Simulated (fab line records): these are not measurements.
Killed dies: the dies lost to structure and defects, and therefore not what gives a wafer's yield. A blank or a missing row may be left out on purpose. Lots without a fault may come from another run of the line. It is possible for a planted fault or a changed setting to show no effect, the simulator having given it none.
Matching of chambers -- flow nand_harc -- 4 sister chambers for NHARC_A_CHANNEL_HOLE_D2_ETCH_44 on rie_diel-07
The step etches the open film in CF4/O2, target depth 140 nm, overetch 14 nm, time 77 s. 8 wafers are shown with their chamber, then 8 later ones without.

== WAFERS WITH THEIR CHAMBER ==
wafer,chamber,drypump_motor_current_A (A),rf_vpp_V (V)
L081.5,0,6.3,198.1
L085.2,1,5.5,196.1
L085.5,2,5.4,197.2
L085.6,3,6.0,197.8
L087.2,2,5.4,197.8
L087.3,3,6.0,198.1
L087.4,1,5.6,197.9
L088.3,0,6.3,197.5

== WAFERS MISSING THEIR CHAMBER ==
wafer,drypump_motor_current_A (A),rf_vpp_V (V)
L088.4,5.6,195.7
L088.6,6.3,196.9
L095.1,6.2,198.3
L095.4,6.0,198.9
L095.5,6.3,198.0
L096.1,6.0,197.6
L096.5,5.5,195.6
L096.6,6.3,198.4

== WHICH CHAMBER EACH ONE RAN IN ==
wafer,from the rows above,in truth
L088.4,1,1
L088.6,0,0
L095.1,0,0
L095.4,3,3
L095.5,0,0
L096.1,3,3
L096.5,can't be placed: 1 or 2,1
L096.6,0,0
Placed correctly: 7 of 8. From these rows, 1 cannot be placed; in 1 the true chamber is one of the candidates. 0 placed wrongly.
How it was worked out, from the rows above alone: a wafer's distance from a chamber is the root of the sum, over the readings, of the square of ((its reading less the chamber's mean) divided by the reading's scatter). If the next closest chamber is less than 2 further off than the closest, the wafer can't be placed; otherwise it belongs to the closest. For every chamber, the mean is computed from those of its wafers that are shown. The scatter: the root of (the sum of the squares of (reading less its chamber's mean) over the shown wafers, divided by (wafers less chambers)).
